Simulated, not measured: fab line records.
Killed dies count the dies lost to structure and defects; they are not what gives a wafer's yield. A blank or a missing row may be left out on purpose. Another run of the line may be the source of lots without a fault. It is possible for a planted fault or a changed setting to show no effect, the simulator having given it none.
fab line records | flow nand-harc
record: lots: 24 wafers: 72 last-day: 33
route steps=1302 shown A_WL_FILL@953 A_CONTACT@997
lots with no fault: from the same line, run without faults
start-h: the number of hours between the record's first day and the start of the first shown wafer of the lot | wait-h: hours elapsed since this lot's preceding step | " same as the row above | L1.1+2: one row covering several wafers at once | - no value present, or no start provided | * or withheld: withheld | < > ~ a bound
route shown NAME@n: a module of which the file shows steps, and the number in the route of the first | usual: the fault-free wafers' mean and standard deviation | same: alike in all rows | chamber/n: place in a boat | sites: the reading at each site | _std_site: standard deviation of those values | _edge_site: outer sites' mean less inner sites' | radius-mm: how far each site lies from the wafer's centre | mask NAME#n: copy n | behind: the last tool/chamber to shape the wafer | hold: reason for holding the lot/hours on hold/outcome of the hold | device: the transistor (n, p or np) that didn't switch | end of line: tests run on the same wafers once the route is complete | step lacking rows: just its recipe | killed: not the wafer's yield, but the dies lost to structure and defects at the first sort | map: a wafer's dies, x killed, . not, _ none there
set.NAME: the run value of the setting; set.NAME@STEP: its run value at that earlier step | model.NAME: the simulator's own value behind a step, which no gauge read
steps of the route over a sample of lots; a table a step, a row a wafer
services: from which hour (start-h, from the record's first day; less than 0 if before it) a tool's chamber was out of use, for how many hours, and why
== steps ==
step: NHARC_A_WL_FILL_RTA_01
recipe: temp-c: 1000 time-s: 5
usual: anneal-temp-c-max: 1003.9/1.4 lamp-power-pct: 28.7/1.4 lamp_zone_5_pct: 28.7/1.4 wafer_temp_C_max: 1006.6/2.1
columns lot.wafer tool chamber start-h wait-h anneal-temp-c-max lamp-power-pct lamp_zone_5_pct wafer_temp_C_max
L074.3 rtp-anneal-01 0 452.26 - 1002.5 29.9 29.9 1010.2
L074.5 " 0 " " 1001.8 29.9 29.9 1008.0
L074.6 " 0 " " 1002.7 29.9 29.9 1005.4
L076.1 rtp-anneal-01 0 472.83 - 1002.6 29.9 29.9 1010.0
L076.3 " 0 " " 1003.1 29.9 29.9 1005.4
L076.6 " 0 " " 1003.3 29.9 29.9 1009.2
L075.1 rtp-anneal-02 0 473.00 0.2 1006.6 27.0 27.0 1005.3
L075.2 " 0 " " 1003.8 27.0 27.0 1005.2
L075.5 " 0 " " 1003.7 27.0 27.0 1003.3
L078.2 rtp-anneal-02 0 505.25 - 1004.0 27.0 27.0 1005.1
L078.4 " 0 " " 1005.4 27.0 27.0 1005.7
L078.5 " 0 " " 1004.8 27.0 27.0 1004.1
L077.1 rtp-anneal-02 0 505.39 - 1006.6 27.0 27.0 1003.2
L077.5 " 0 " " 1005.8 27.0 27.0 1005.3
L077.6 " 0 " " 1005.4 27.0 27.0 1003.0
L079.2 rtp-anneal-01 0 509.11 - 1003.1 29.8 29.8 1008.2
L079.3 " 0 " " 1001.8 29.8 29.8 1011.1
L079.5 " 0 " " 1002.4 29.8 29.8 1008.0
L080.4 rtp-anneal-01 0 524.46 - 1003.7 29.9 29.8 1004.8
L080.5 " 0 " " 1003.5 29.8 29.9 1009.4
L080.6 " 0 " " 1003.5 29.8 29.9 1007.4
L082.4 rtp-anneal-01 0 540.77 - 1003.0 29.8 29.9 1008.1
L082.5 " 0 " " 1002.6 29.9 29.9 1008.3
L082.6 " 0 " " 1003.4 29.9 29.9 1011.8
L081.1 rtp-anneal-02 0 544.45 - 1006.4 27.0 27.0 1002.8
L081.2 " 0 " " 1004.5 26.9 27.0 1003.2
L081.3 " 0 " " 1006.2 27.0 27.0 1003.9
L084.2 rtp-anneal-02 0 562.52 - 1005.4 27.0 27.0 1006.2
L084.3 " 0 " " 1006.4 27.0 27.0 1004.3
L084.6 " 0 " " 1004.3 26.9 27.0 1004.7
L083.3 rtp-anneal-02 0 564.21 - 1007.2 27.0 27.0 1005.1
L083.5 " 0 " " 1005.3 27.0 27.0 1005.3
L083.6 " 0 " " 1005.3 27.0 27.0 1004.6
L085.1 rtp-anneal-01 0 576.41 - 1002.2 29.9 29.8 1007.9
L085.4 " 0 " " 1002.9 29.9 29.9 1006.0
L085.6 " 0 " " 1002.4 29.9 29.9 1009.5
L086.1 rtp-anneal-02 0 582.98 - 1005.2 27.0 27.0 1004.2
L086.2 " 0 " " 1005.1 27.0 27.0 1003.1
L086.6 " 0 " " 1006.8 27.0 27.0 1005.0
L088.1 rtp-anneal-01 0 594.14 - 1003.7 29.9 29.9 1008.7
L088.2 " 0 " " 1003.5 29.9 29.9 1007.7
L088.4 " 0 " " 1003.3 29.9 29.8 1007.7
L087.1 rtp-anneal-02 0 594.31 0.3 1005.7 27.0 27.0 1005.2
L087.3 " 0 " " 1005.7 26.9 27.0 1006.3
L087.4 " 0 " " 1003.8 27.0 27.0 1003.6
L089.2 rtp-anneal-01 0 610.60 - 1002.5 29.9 29.8 1006.5
L089.3 " 0 " " 1002.9 29.8 29.9 1008.3
L089.6 " 0 " " 1002.8 29.9 29.8 1006.6
L091.1 rtp-anneal-01 0 614.60 - 1001.8 29.9 29.9 1007.5
L091.4 " 0 " " 1003.7 29.9 29.9 1006.5
L091.6 " 0 " " 1004.1 29.8 29.9 1007.4
L090.3 rtp-anneal-02 0 622.97 - 1005.2 27.0 27.0 1005.1
L090.5 " 0 " " 1004.8 27.0 27.0 1004.7
L090.6 " 0 " " 1003.9 27.0 27.0 1005.7
L093.1 rtp-anneal-02 0 645.11 - 1003.6 27.0 27.0 1005.0
L093.4 " 0 " " 1006.6 27.0 27.0 1004.3
L093.5 " 0 " " 1005.6 27.0 27.0 1004.4
L092.2 rtp-anneal-01 0 645.13 - 1002.5 29.9 29.9 1006.9
L092.3 " 0 " " 1002.4 29.9 29.8 1010.3
L092.5 " 0 " " 1002.6 29.8 29.9 1007.1
L094.1 rtp-anneal-01 0 653.91 - 1003.8 29.9 29.9 1009.7
L094.3 " 0 " " 1002.7 29.8 29.8 1007.4
L094.5 " 0 " " 1004.7 29.8 29.8 1008.2
L095.2 rtp-anneal-01 0 668.18 - 1002.4 29.9 29.9 1009.3
L095.4 " 0 " " 1002.5 29.9 29.9 1007.0
L095.5 " 0 " " 1003.1 29.8 29.9 1009.2
L096.1 rtp-anneal-01 0 671.55 0.4 1002.4 29.8 29.9 1008.1
L096.4 " 0 " " 1002.7 29.8 29.8 1008.8
L096.5 " 0 " " 1003.2 29.8 29.8 1006.0
L097.2 rtp-anneal-01 0 689.32 0.3 1003.3 29.9 29.8 1006.9
L097.3 " 0 " " 1002.7 29.9 29.8 1008.3
L097.6 " 0 " " 1002.0 29.8 29.9 1008.4
step: NHARC_A_WL_FILL_ETCHBACK_16
recipe: target-depth-a: 1200 time-s: 24 c4f8-flow-sccm: withheld o2-flow-sccm: 8 ar-flow-sccm: withheld rf-w: 600 bias-w: 800 chemistry: C4F8/O2/Ar
usual: oes-product-au: 0.986/0.03 rf-vpp-V: 724/4.1
columns lot.wafer tool chamber start-h wait-h oes-product-au rf-hours-counter-h rf-vpp-V
L074.3 rie-diel-08 3 - - 0.971 1.4 719
L074.6 " 3 " " 0.961 - 718
L074.5 " 0 " " 0.961 - 724
L075.1 rie-diel-08 1 - - 0.961 2.2 725
L075.2 " 3 " " 0.983 2.2 718
L075.5 " 1 " " 0.966 - 726
L076.3 rie-diel-03 0 - - 1.007 0.9 725
L076.1 " 3 " " 0.993 0.9 722
L076.6 " 0 " " 1.011 - 725
L079.3 rie-diel-03 3 - - 0.990 1.8 721
L079.2 " 2 " " 0.995 1.6 720
L079.5 " 3 " " 0.996 - 721
L077.1 rie-diel-08 1 - - 0.993 3.7 726
L077.5 " 3 " " 1.017 - 716
L077.6 " 0 " " 1.010 - 723
L078.4 rie-diel-03 2 - - 0.996 1.6 720
L078.2 " 3 " " 0.999 1.8 722
L078.5 " 2 " " 1.006 - 721
L080.4 rie-diel-08 2 - - 0.924 4.8 729
L080.6 " 1 " " 0.918 - 725
L080.5 " 2 " " 0.931 - 728
L082.4 rie-diel-05 1 - - 0.978 2.9 724
L082.5 " 1 " " 0.986 - 723
L082.6 " 2 " " 0.949 - 722
L081.3 rie-diel-08 3 - - 1.001 0.4 718
L081.2 " 0 " " 1.008 0.3 724
L081.1 " 1 " " 0.986 0.3 725
L084.2 rie-diel-08 0 - - 0.994 0.6 723
L084.3 " 1 " " 0.991 0.6 725
L084.6 " 0 " " 1.001 - 723
L083.3 rie-diel-05 1 - - 0.913 3.4 722
L083.6 " 2 " " 0.952 - 722
L083.5 " 3 " " 0.945 - 731
L085.4 rie-diel-03 1 - - 0.985 5.6 730
L085.1 " 2 " " 0.983 4.9 719
L085.6 " 3 " " 0.984 - 721
L086.2 rie-diel-05 0 - - 1.024 0 718
L086.1 " 2 " " 1.013 0 722
L086.6 " 0 " " 1.027 - 719
L088.2 rie-diel-03 0 - - 0.991 7.1 724
L088.1 " 2 " " 0.977 5.7 720
L088.4 " 3 " " 0.983 6.5 722
L087.4 rie-diel-05 0 - - 1.025 0.4 719
L087.3 " 1 " " 1.004 0.4 723
L087.1 " 2 " " 1.005 0.4 721
L089.3 rie-diel-08 3 - - 1.016 1.7 717
L089.2 " 1 " " 0.973 1.7 726
L089.6 " 3 " " 1.007 - 718
L091.1 rie-diel-05 1 - - 1.009 1.3 722
L091.6 " 0 " " 1.029 - 720
L091.4 " 1 " " 1.006 - 724
L090.3 rie-diel-08 2 - - 0.910 1.4 730
L090.6 " 3 " " 0.937 - 717
L090.5 " 0 " " 0.916 - 723
L092.2 rie-diel-05 0 - - 1.023 1.9 717
L092.3 " 2 " " 1.029 2.1 722
L092.5 " 3 " " 1.013 - 730
L093.1 rie-diel-08 3 - - 0.974 2.6 718
L093.4 " 2 " " 0.962 2.2 729
L093.5 " 0 " " 0.980 - 723
L094.1 rie-diel-03 0 - - 0.998 1.1 726
L094.3 " 3 " " 0.999 0.9 720
L094.5 " 0 " " 1.001 - 727
L096.4 rie-diel-05 0 - - 1.014 2.6 719
L096.1 " 1 " " 1.004 2.6 724
L096.5 " 1 " " 1.017 - 723
L095.2 rie-diel-03 2 - - 0.966 2.5 720
L095.5 " 2 " " 0.957 - 721
L095.4 " 0 " " 0.991 - 725
L097.3 rie-diel-05 1 - - 0.992 2.8 722
L097.2 " 2 " " 1.016 3.2 721
L097.6 " 3 " " 0.998 - 730
step: NHARC_A_CONTACT_CD_MEAS_42
recipe: target-cd-nm: 300 landing-energy-ev: 500
usual: cd-nm: 299.8/0.58
columns lot.wafer tool chamber start-h wait-h cd-nm
L074.3 cd-sem-02 0 476.28 - 300.0
L074.5 " 0 " " 299.8
L074.6 " 0 " " 300.3
L075.1 cd-sem-03 0 500.80 - 298.8
L075.2 " 0 " " 300.5
L075.5 " 0 " " 300.0
L076.1 cd-sem-03 0 502.76 - 299.1
L076.3 " 0 " " 298.9
L076.6 " 0 " " 300.7
L079.2 cd-sem-02 0 531.55 - 300.5
L079.3 " 0 " " 300.3
L079.5 " 0 " " 299.9
L077.1 cd-sem-03 0 532.07 - 300.5
L077.5 " 0 " " 300.4
L077.6 " 0 " " 299.9
L078.2 cd-sem-01 0 533.08 - 299.8
L078.4 " 0 " " 300.1
L078.5 " 0 " " 299.0
L080.4 cd-sem-01 0 549.31 - 299.4
L080.5 " 0 " " 300.0
L080.6 " 0 " " 300.5
L082.4 cd-sem-01 0 566.85 - 300.7
L082.5 " 0 " " 300.3
L082.6 " 0 " " 299.7
L081.1 cd-sem-01 0 572.79 - 300.5
L081.2 " 0 " " 300.3
L081.3 " 0 " " 300.3
L083.3 cd-sem-03 0 586.14 - 299.7
L083.5 " 0 " " 300.0
L083.6 " 0 " " 300.1
L084.2 cd-sem-02 0 586.72 - 298.5
L084.3 " 0 " " 300.2
L084.6 " 0 " " 299.5
L085.1 cd-sem-03 0 602.56 - 298.9
L085.4 " 0 " " 299.6
L085.6 " 0 " " 301.0
L086.1 cd-sem-03 0 606.84 - 299.9
L086.2 " 0 " " 300.4
L086.6 " 0 " " 299.9
L087.1 cd-sem-02 0 617.75 - 299.5
L087.3 " 0 " " 299.3
L087.4 " 0 " " 300.0
L088.1 cd-sem-03 0 619.03 - 299.7
L088.2 " 0 " " 299.5
L088.4 " 0 " " 299.3
L091.1 cd-sem-01 0 637.77 - 300.3
L091.4 " 0 " " 300.5
L091.6 " 0 " " 299.0
L089.2 cd-sem-02 0 637.92 - 299.0
L089.3 " 0 " " 300.3
L089.6 " 0 " " 300.4
L090.3 cd-sem-01 0 645.86 - 299.0
L090.5 " 0 " " 299.3
L090.6 " 0 " " 299.5
L092.2 cd-sem-03 0 669.48 - 300.1
L092.3 " 0 " " 298.8
L092.5 " 0 " " 299.1
L093.1 cd-sem-01 0 669.88 - 300.1
L093.4 " 0 " " 299.9
L093.5 " 0 " " 300.0
L094.1 cd-sem-01 0 676.88 - 299.9
L094.3 " 0 " " 299.8
L094.5 " 0 " " 300.2
L096.1 cd-sem-01 0 694.51 - 299.8
L096.4 " 0 " " 300.4
L096.5 " 0 " " 300.2
L095.2 cd-sem-02 0 694.72 - 300.6
L095.4 " 0 " " 299.5
L095.5 " 0 " " 299.8
L097.2 cd-sem-02 0 713.66 - 300.4
L097.3 " 0 " " 300.0
L097.6 " 0 " " 300.7
step: NHARC_A_CONTACT_DESCUM_47
recipe: time-s: 3 o2-flow-sccm: 200 ar-flow-sccm: 0 bias-power-w: 0 chemistry: O2
usual: drypump-motor-current-A: 5.7/0.49 oes-product-au: 0.999/0.012 rf-vpp-V: 57.5/0.91 showerhead-plenum-p-Torr: 1.85/0.083 throttle-valve-pct: 11.311/0.0095
columns lot.wafer tool chamber start-h wait-h drypump-motor-current-A oes-product-au rf-hours-counter-h rf-vpp-V showerhead-plenum-p-Torr throttle-valve-pct
L074.3 rie-diel-12 0 476.46 0.1 5.6 1.017 7 57.6 1.93 11.296
L074.6 " 3 " " 5.1 1.017 - 57.9 1.92 11.321
L074.5 " 0 " " 5.6 1.017 - 57.7 1.93 11.309
L075.2 rie-diel-12 2 501.01 0.1 6.0 0.983 18 57.7 2.05 11.324
L075.1 " 3 " " 5.1 1.011 15 58.7 1.92 11.314
L075.5 " 1 " " 5.6 0.999 - 57.0 1.81 11.302
L076.1 rie-diel-12 1 502.96 0.1 5.5 1.001 17 57.7 1.81 11.312
L076.3 " 3 " " 5.1 1.008 17 58.0 1.92 11.321
L076.6 " 0 " " 5.6 1.009 - 57.7 1.93 11.309
L079.3 rie-diel-12 3 531.74 0.1 5.0 1.006 28 57.3 1.91 11.332
L079.2 " 0 " " 5.6 1.008 28 59.4 1.92 11.327
L079.5 " 2 " " 6.0 0.974 - 58.5 2.04 11.304
L077.1 rie-diel-13 0 532.28 0.1 5.0 1.028 0 57.7 1.77 11.310
L077.5 " 2 " " 6.4 0.996 - 56.4 1.84 11.309
L077.6 " 3 " " 5.5 0.998 - 57.1 1.82 11.307
L078.2 rie-diel-12 2 533.28 0.1 6.0 0.984 30 58.1 2.04 11.324
L078.4 " 3 " " 5.1 0.994 30 57.5 1.91 11.306
L078.5 " 0 " " 5.6 1.013 - 56.9 1.92 11.304
L080.4 rie-diel-13 2 549.51 0.1 6.4 0.992 3 57.4 1.84 11.313
L080.6 " 0 " " 5.0 1.002 - 57.9 1.77 11.310
L080.5 " 1 " " 6.2 0.994 - 56.6 1.77 11.309
L082.4 rie-diel-13 0 567.03 0.1 5.0 1.000 6 56.4 1.77 11.321
L082.6 " 0 " " 5.0 1.002 - 57.2 1.77 11.298
L082.5 " 1 " " 6.2 0.990 - 57.0 1.77 11.312
L081.3 rie-diel-13 3 572.99 0.1 5.4 1.000 8 57.1 1.82 11.313
L081.2 " 0 " " 5.0 1.006 8 57.4 1.77 11.315
L081.1 " 1 " " 6.2 0.989 7 57.1 1.77 11.310
L083.3 rie-diel-13 2 586.35 0.1 6.4 0.989 10 58.9 1.83 11.333
L083.5 " 1 " " 6.2 0.998 - 57.7 1.76 11.298
L083.6 " 2 " " 6.4 0.982 - 57.1 1.83 11.299
L084.2 rie-diel-13 0 586.92 0.1 5.0 0.994 12 56.2 1.77 11.326
L084.3 " 1 " " 6.2 0.985 11 58.1 1.76 11.282
L084.6 " 2 " " 6.4 0.997 - 56.7 1.83 11.311
L085.4 rie-diel-13 0 602.74 0.1 5.0 1.010 16 58.5 1.77 11.318
L085.1 " 1 " " 6.2 1.006 15 57.0 1.76 11.309
L085.6 " 0 " " 5.0 1.015 - 55.7 1.77 11.295
L086.2 rie-diel-02 3 607.03 0.1 5.3 1.019 5 58.0 1.78 11.313
L086.1 " 1 " " 6.0 1.011 6 57.3 1.91 11.307
L086.6 " 3 " " 5.2 1.030 - 59.5 1.78 11.322
L087.4 rie-diel-02 2 617.94 0.1 5.7 0.997 10 57.1 1.78 11.326
L087.1 " 3 " " 5.2 1.020 8 58.2 1.78 11.321
L087.3 " 1 " " 6.0 1.005 12 58.6 1.91 11.313
L088.2 rie-diel-13 2 619.21 0.1 6.4 1.006 18 56.7 1.83 11.304
L088.4 " 0 " " 5.0 1.007 20 55.9 1.77 11.300
L088.1 " 1 " " 6.2 1.010 17 57.3 1.76 11.323
L091.1 rie-diel-13 3 637.96 0.1 5.4 0.992 20 55.7 1.81 11.310
L091.4 " 1 " " 6.2 0.999 23 57.4 1.76 11.308
L091.6 " 0 " " 5.0 1.002 - 56.1 1.76 11.300
L089.3 rie-diel-12 0 638.12 0.1 5.6 1.021 2 57.2 1.91 11.308
L089.2 " 1 " " 5.6 0.994 2 57.2 1.79 11.310
L089.6 " 3 " " 5.1 1.003 - 58.1 1.90 11.318
L090.3 rie-diel-13 3 646.05 0.1 5.5 1.007 21 58.8 1.81 11.329
L090.6 " 2 " " 6.4 0.979 - 56.8 1.83 11.298
L090.5 " 3 " " 5.5 0.993 - 57.7 1.81 11.320
L092.2 rie-diel-12 0 669.67 0.1 5.6 1.002 12 58.6 1.91 11.308
L092.3 " 1 " " 5.6 0.997 12 56.7 1.79 11.304
L092.5 " 3 " " 5.1 0.991 - 56.9 1.90 11.305
L093.1 rie-diel-13 0 670.06 0.1 5.0 0.997 31 58.4 1.76 11.301
L093.4 " 2 " " 6.4 0.996 30 58.0 1.83 11.309
L093.5 " 1 " " 6.2 1.004 - 58.6 1.76 11.324
L094.3 rie-diel-12 1 677.06 0.1 5.6 0.999 14 59.2 1.79 11.303
L094.1 " 3 " " 5.1 0.982 13 57.8 1.90 11.312
L094.5 " 2 " " 6.0 0.967 - 59.7 2.03 11.316
L096.4 rie-diel-13 0 694.71 0.1 5.0 1.006 36 57.2 1.76 11.296
L096.1 " 1 " " 6.2 1.004 35 57.1 1.76 11.304
L096.5 " 0 " " 5.0 1.003 - 57.1 1.76 11.304
L095.2 rie-diel-12 3 694.90 0.1 5.1 0.998 21 58.7 1.90 11.316
L095.4 " 1 " " 5.5 0.996 20 56.8 1.79 11.315
L095.5 " 0 " " 5.6 1.023 - 59.2 1.90 11.316
L097.3 rie-diel-13 3 713.85 0.1 5.5 0.989 1 58.2 1.81 11.312
L097.2 " 1 " " 6.2 1.006 1 60.1 2.08 11.308
L097.6 " 2 " " 6.4 1.006 - 56.8 1.83 11.299
step: NHARC_A_CONTACT_ETCH_49
recipe: target-depth-a: 2600 over-etch-frac: 0.3 time-s: 475.3 ion-energy-ev: 200 n2-flow-sccm: 150 h2-flow-sccm: 150 ar-flow-sccm: 0 rf-w: 400 bias-w: 150 chemistry: N2/H2
usual: drypump-motor-current-A: 5.7/0.48 oes-product-au: 0.999/0.012 rf-vpp-V: 428.6/2.9 showerhead-plenum-p-Torr: 1.97/0.098 throttle-valve-pct: 14.171/0.0092
columns lot.wafer tool chamber start-h wait-h drypump-motor-current-A oes-product-au rf-hours-counter-h rf-vpp-V showerhead-plenum-p-Torr throttle-valve-pct
L074.3 rie-diel-12 3 - - 5.1 1.016 9 430.5 2.05 14.162
L074.6 " 2 " " 6.0 0.997 - 434.0 2.19 14.177
L074.5 " 3 " " 5.1 1.012 - 431.2 2.05 14.185
L075.1 rie-diel-12 0 - - 5.5 1.008 15 431.6 2.05 14.159
L075.2 " 3 " " 5.1 1.006 15 429.6 2.04 14.170
L075.5 " 0 " " 5.5 1.009 - 432.1 2.05 14.190
L076.3 rie-diel-12 0 - - 5.5 1.023 16 431.0 2.05 14.170
L076.1 " 1 " " 5.6 1.006 17 427.0 1.92 14.172
L076.6 " 2 " " 6.0 0.988 - 435.3 2.19 14.165
L079.3 rie-diel-12 3 - - 5.1 1.006 29 431.2 2.04 14.175
L079.2 " 0 " " 5.6 1.007 28 429.9 2.05 14.171
L079.5 " 2 " " 6.0 0.984 - 433.9 2.18 14.180
L077.1 rie-diel-13 2 - - 6.4 1.002 0 428.9 1.96 14.162
L077.5 " 2 " " 6.4 0.992 - 427.5 1.96 14.191
L077.6 " 3 " " 5.5 1.007 - 428.9 1.94 14.162
L078.2 rie-diel-12 2 - - 6.0 0.981 30 435.2 2.18 14.178
L078.4 " 0 " " 5.6 1.012 29 431.3 2.05 14.172
L078.5 " 1 " " 5.5 0.997 - 426.8 1.92 14.169
L080.4 rie-diel-13 2 - - 6.4 0.975 3 428.2 1.96 14.164
L080.6 " 1 " " 6.2 0.982 - 425.3 1.88 14.181
L080.5 " 2 " " 6.4 0.968 - 428.7 1.96 14.169
L082.4 rie-diel-13 3 - - 5.5 1.003 6 426.7 1.94 14.164
L082.6 " 2 " " 6.4 0.991 - 426.7 1.96 14.166
L082.5 " 3 " " 5.5 1.005 - 427.2 1.94 14.170
L081.3 rie-diel-13 2 - - 6.4 0.997 7 428.7 1.95 14.172
L081.2 " 0 " " 5.0 1.003 8 426.4 1.88 14.163
L081.1 " 1 " " 6.2 0.984 8 426.2 1.88 14.168
L083.3 rie-diel-13 0 - - 5.0 1.006 12 425.6 1.88 14.149
L083.5 " 2 " " 6.4 0.993 - 427.8 1.95 14.182
L083.6 " 1 " " 6.2 0.986 - 425.6 1.88 14.163
L084.2 rie-diel-13 1 - - 6.2 1.001 13 427.7 1.88 14.177
L084.3 " 3 " " 5.5 1.002 9 428.2 1.93 14.151
L084.6 " 0 " " 5.0 1.009 - 425.2 1.88 14.169
L085.1 rie-diel-13 1 - - 6.2 0.996 15 425.1 1.88 14.168
L085.4 " 3 " " 5.5 1.000 12 427.2 1.93 14.168
L085.6 " 1 " " 6.2 1.002 - 425.4 1.88 14.169
L086.2 rie-diel-02 0 - - 6.1 1.001 6 431.4 2.01 14.164
L086.1 " 3 " " 5.2 1.019 5 426.0 1.90 14.168
L086.6 " 0 " " 6.1 1.009 - 429.1 2.01 14.189
L087.4 rie-diel-02 1 - - 6.0 1.020 12 430.2 2.04 14.189
L087.1 " 3 " " 5.2 1.033 8 426.9 1.89 14.161
L087.3 " 0 " " 6.1 1.004 10 430.0 2.01 14.179
L088.4 rie-diel-13 0 - - 5.0 1.008 20 426.5 1.88 14.178
L088.2 " 1 " " 6.2 1.003 17 426.3 1.87 14.161
L088.1 " 2 " " 6.4 0.992 18 429.1 1.95 14.179
L091.4 rie-diel-13 3 - - 5.4 0.998 20 426.5 1.93 14.171
L091.1 " 1 " " 6.2 1.003 23 425.4 1.87 14.156
L091.6 " 3 " " 5.5 0.990 - 427.4 1.93 14.183
L089.2 rie-diel-12 2 - - 6.0 0.966 2 434.1 2.17 14.160
L089.3 " 0 " " 5.6 1.021 2 431.6 2.04 14.166
L089.6 " 2 " " 6.0 0.977 - 433.5 2.17 14.173
L090.3 rie-diel-13 0 - - 5.0 1.004 26 425.7 1.88 14.175
L090.6 " 0 " " 5.0 1.006 - 425.4 1.88 14.158
L090.5 " 1 " " 6.2 1.005 - 427.3 1.87 14.173
L092.2 rie-diel-12 1 - - 5.5 1.000 12 426.5 1.90 14.164
L092.3 " 3 " " 5.1 0.994 11 429.2 2.02 14.185
L092.5 " 0 " " 5.6 1.012 - 430.4 2.03 14.185
L093.1 rie-diel-13 2 - - 6.4 0.997 30 427.9 1.95 14.171
L093.4 " 1 " " 6.2 1.013 30 426.5 1.87 14.175
L093.5 " 2 " " 6.4 0.992 - 426.9 1.95 14.161
L094.3 rie-diel-12 2 - - 6.0 0.973 12 435.4 2.17 14.178
L094.1 " 3 " " 5.1 0.991 13 430.5 2.02 14.164
L094.5 " 0 " " 5.6 1.022 - 430.4 2.03 14.187
L096.4 rie-diel-13 1 - - 6.2 0.998 35 425.1 1.87 14.169
L096.1 " 3 " " 5.6 0.987 32 428.7 1.93 14.169
L096.5 " 0 " " 5.0 0.992 - 425.5 1.87 14.166
L095.2 rie-diel-12 0 - - 5.5 1.014 21 430.9 2.03 14.171
L095.4 " 3 " " 5.1 0.999 21 430.4 2.02 14.167
L095.5 " 1 " " 5.5 0.999 - 426.2 1.90 14.163
L097.3 rie-diel-13 3 - - 5.5 0.987 1 428.2 1.93 14.170
L097.2 " 2 " " 6.4 1.004 1 430.4 1.94 14.168
L097.6 " 3 " " 5.4 0.994 - 428.6 1.93 14.162
step: NHARC_A_CONTACT_ETCH_112
recipe: source-w: withheld pressure-mtorr: 20 bias-v: 3000 time-s: 190 target-depth-a: 18500 ar-flow-sccm: withheld c4f8-flow-sccm: withheld o2-flow-sccm: withheld chemistry: C4F8/O2/Ar
columns lot.wafer tool chamber start-h wait-h rf-hours-counter-h
L074.3 har-cap-etch-02 0 478.97 0.2 -
L074.5 " 0 " " -
L074.6 " 1 " " -
L075.1 har-cap-etch-03 1 503.14 0.2 43
L075.2 " 0 " " 43
L075.5 " 1 " " -
L076.1 har-cap-etch-02 1 504.97 0.2 88
L076.3 " 1 " " -
L076.6 " 0 " " -
L079.2 har-cap-etch-01 1 533.76 0.2 2
L079.3 " 0 " " -
L079.5 " 1 " " -
L077.1 har-cap-etch-02 1 534.32 0.2 91
L077.5 " 0 " " -
L077.6 " 1 " " -
L078.2 har-cap-etch-03 0 535.30 0.2 48
L078.4 " 0 " " -
L078.5 " 0 " " -
L080.4 har-cap-etch-01 0 551.57 0.2 -
L080.5 " 0 " " -
L080.6 " 1 " " -
L082.4 har-cap-etch-03 1 569.14 0.2 -
L082.6 " 0 " " -
L082.5 " 1 " " -
L081.1 har-cap-etch-02 1 575.06 0.2 98
L081.2 " 0 " " 98
L081.3 " 0 " " -
L083.3 har-cap-etch-02 0 588.83 0.2 -
L083.5 " 1 " " -
L083.6 " 0 " " -
L084.2 har-cap-etch-01 1 589.95 0.2 13
L084.3 " 1 " " -
L084.6 " 1 " " -
L085.1 har-cap-etch-03 1 604.80 0.2 61
L085.4 " 1 " " -
L085.6 " 0 " " -
L086.1 har-cap-etch-03 1 609.12 0.2 63
L086.2 " 0 " " 63
L086.6 " 1 " " -
L087.1 har-cap-etch-01 1 620.00 0.2 18
L087.3 " 0 " " -
L087.4 " 1 " " -
L088.1 har-cap-etch-03 1 621.24 0.2 65
L088.2 " 0 " " 65
L088.4 " 1 " " -
L091.1 har-cap-etch-02 1 640.00 0.2 111
L091.4 " 1 " " -
L091.6 " 0 " " -
L089.2 har-cap-etch-01 0 640.26 0.2 23
L089.3 " 1 " " -
L089.6 " 1 " " -
L090.3 har-cap-etch-03 0 648.15 0.1 -
L090.5 " 1 " " -
L090.6 " 0 " " -
L092.2 har-cap-etch-02 0 671.72 0.2 117
L092.3 " 1 " " -
L092.5 " 0 " " -
L093.1 har-cap-etch-01 0 672.08 0.2 28
L093.4 " 0 " " -
L093.5 " 1 " " -
L094.1 har-cap-etch-03 1 679.12 0.2 77
L094.3 " 0 " " -
L094.5 " 1 " " -
L096.1 har-cap-etch-03 0 696.85 0.2 81
L096.4 " 0 " " -
L096.5 " 0 " " -
L095.2 har-cap-etch-02 1 696.93 0.2 122
L095.4 " 0 " " -
L095.5 " 1 " " -
L097.2 har-cap-etch-02 0 715.89 0.2 124
L097.3 " 0 " " -
L097.6 " 1 " " -
== services ==
columns tool chamber start-h hours kind
rie-diel-13 1 432.29 1.7 repair
rie-diel-12 1 434.40 1.4 repair
har-cap-etch-02 - 442.70 2.4 repair
rie-diel-12 - 446.70 9.0 pm
rie-diel-05 - 457.52 1.5 repair
rie-diel-13 2 462.56 6.2 repair
rie-diel-13 3 487.99 21.8 repair
rie-diel-13 0 493.55 1.6 repair
rie-diel-05 - 503.81 0.2 repair
rie-diel-08 0 534.50 1.5 repair
rie-diel-13 - 540.47 0.6 repair
rie-diel-08 - 544.80 9.0 pm
rie-diel-08 0 582.77 3.9 repair
rie-diel-05 - 583.63 9.0 pm
rie-diel-08 2 590.06 6.8 repair
rie-diel-13 1 608.78 9.6 repair
rie-diel-12 - 617.72 0.5 repair
rie-diel-12 - 623.70 9.0 pm
rie-diel-05 3 624.97 2.9 repair
rie-diel-08 - 625.69 0.4 repair
rie-diel-08 3 631.29 2.4 repair
rie-diel-13 - 696.17 9.0 pm
rie-diel-12 2 702.20 9.0 repair
har-cap-etch-02 - 709.41 0.2 repair
== key ==
fault none
